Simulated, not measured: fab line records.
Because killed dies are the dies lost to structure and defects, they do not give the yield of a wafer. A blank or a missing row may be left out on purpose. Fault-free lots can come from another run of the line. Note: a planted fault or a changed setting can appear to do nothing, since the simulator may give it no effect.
Chamber matching / flow n5 finfet / N5_BEOL_M14_DEP_53 on pecvd-01: 3 sister chambers
The step deposits SiCN from 3MS/NH3, target thk 50 nm, time 17.8 s. 6 wafers are shown with their chamber, then 10 later ones without.

== EACH WAFER AND ITS CHAMBER ==
wafer=L083.3; chamber=1; throttle valve pct (%)=18.6; showerhead plenum p Torr (Torr)=4.143
wafer=L083.5; chamber=0; throttle valve pct (%)=19.0; showerhead plenum p Torr (Torr)=4.144
wafer=L088.1; chamber=0; throttle valve pct (%)=18.8; showerhead plenum p Torr (Torr)=4.137
wafer=L088.6; chamber=2; throttle valve pct (%)=17.5; showerhead plenum p Torr (Torr)=4.187
wafer=L087.1; chamber=1; throttle valve pct (%)=18.5; showerhead plenum p Torr (Torr)=4.147
wafer=L087.2; chamber=2; throttle valve pct (%)=17.1; showerhead plenum p Torr (Torr)=4.180

== WAFERS WHOSE CHAMBER IS MISSING ==
wafer=L087.5; throttle valve pct (%)=18.4; showerhead plenum p Torr (Torr)=4.158
wafer=L092.3; throttle valve pct (%)=18.6; showerhead plenum p Torr (Torr)=4.151
wafer=L092.4; throttle valve pct (%)=18.9; showerhead plenum p Torr (Torr)=4.123
wafer=L092.5; throttle valve pct (%)=16.9; showerhead plenum p Torr (Torr)=4.174
wafer=L093.1; throttle valve pct (%)=18.6; showerhead plenum p Torr (Torr)=4.157
wafer=L093.2; throttle valve pct (%)=17.1; showerhead plenum p Torr (Torr)=4.186
wafer=L093.6; throttle valve pct (%)=18.5; showerhead plenum p Torr (Torr)=4.149
wafer=L095.2; throttle valve pct (%)=19.0; showerhead plenum p Torr (Torr)=4.141
wafer=L095.3; throttle valve pct (%)=18.5; showerhead plenum p Torr (Torr)=4.146
wafer=L095.6; throttle valve pct (%)=18.9; showerhead plenum p Torr (Torr)=4.138

== CHAMBER TAKEN BY EACH ==
wafer=L087.5; from the rows above=can't be placed: 1 or 0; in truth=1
wafer=L092.3; from the rows above=can't be placed: 1 or 0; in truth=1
wafer=L092.4; from the rows above=can't be placed: 0 or 1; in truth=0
wafer=L092.5; from the rows above=2; in truth=2
wafer=L093.1; from the rows above=can't be placed: 1 or 0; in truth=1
wafer=L093.2; from the rows above=2; in truth=2
wafer=L093.6; from the rows above=can't be placed: 1 or 0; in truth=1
wafer=L095.2; from the rows above=0; in truth=0
wafer=L095.3; from the rows above=1; in truth=1
wafer=L095.6; from the rows above=can't be placed: 0 or 1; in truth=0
Correctly placed: 4 of 10. Can't be placed from these rows: 6 (the true chamber is among the candidates in 6). Number placed wrongly: 0.
How it was worked out, from the rows above alone: a wafer's distance from a chamber is the root of the sum, over the readings, of the square of ((its reading less the chamber's mean) divided by the reading's scatter). The wafer belongs to the nearest chamber; if the next one is less than 2 further off, it can't be placed. Each chamber's mean is taken over the wafers shown for it. How the scatter is found: for the shown wafers, subtract from each reading the mean of its chamber, square and add these, divide the total by (wafers less chambers), then take the root.
